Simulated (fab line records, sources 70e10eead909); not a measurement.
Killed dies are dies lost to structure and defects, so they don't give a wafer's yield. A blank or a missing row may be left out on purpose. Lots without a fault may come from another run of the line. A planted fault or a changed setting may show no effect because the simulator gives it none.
Chamber matching | flow nand_harc | NHARC_A_STAIRCASE_CMP_450 on cmp-04: 4 sister chambers
The step polishes SiO2, target thk 200 nm. 8 wafers are shown with their chamber, then 9 later ones without.

WAFERS WITH THEIR CHAMBER
wafer  | chamber | motor_current_A (A) | retaining_ring_pressure_frac
L076.5 | 1       | 11.8                | 0.998
L084.1 | 3       | 11.7                | 1.007
L087.1 | 1       | 12.2                | 1.000
L087.3 | 0       | 12.8                | 1.000
L087.5 | 0       | 13.3                | 1.000
L092.2 | 3       | 12.3                | 1.004
L092.4 | 2       | 10.1                | 1.008
L092.5 | 2       | 10.9                | 1.003

WAFERS WITHOUT THEIR CHAMBER
wafer  | motor_current_A (A) | retaining_ring_pressure_frac
L090.1 | 13.1                | 0.995
L090.2 | 12.2                | 1.010
L090.6 | 11.4                | 1.002
L095.1 | 10.6                | 0.995
L095.2 | 12.6                | 0.993
L095.4 | 12.3                | 1.011
L097.1 | 12.6                | 1.006
L097.5 | 12.5                | 1.003
L097.6 | 11.8                | 0.989

WHICH CHAMBER EACH WENT THROUGH
wafer  | from the rows above          | in truth
L090.1 | can't be placed: 0 or 1      | 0
L090.2 | 3                            | 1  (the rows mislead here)
L090.6 | can't be placed: 1 or 3 or 2 | 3
L095.1 | can't be placed: 1 or 2      | 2
L095.2 | can't be placed: 1 or 0      | 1
L095.4 | 3                            | 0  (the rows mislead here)
L097.1 | can't be placed: 3 or 0      | 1
L097.5 | can't be placed: 3 or 0 or 1 | 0
L097.6 | can't be placed: 1 or 0      | 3
Placed correctly: 0 of 9. Can't be placed from these rows: 7 (the true chamber is among the candidates in 5). Placed wrongly: 2.
How it was worked out, from the rows above alone: a wafer's distance from a chamber is the root of the sum, over the readings, of the square of ((its reading less the chamber's mean) divided by the reading's scatter). The wafer belongs to the nearest chamber; if the next one is less than 2 further off, it can't be placed. A chamber's mean is the mean of its shown wafers. The scatter: the root of (the sum of the squares of (reading less its chamber's mean) over the shown wafers, divided by (wafers less chambers)).
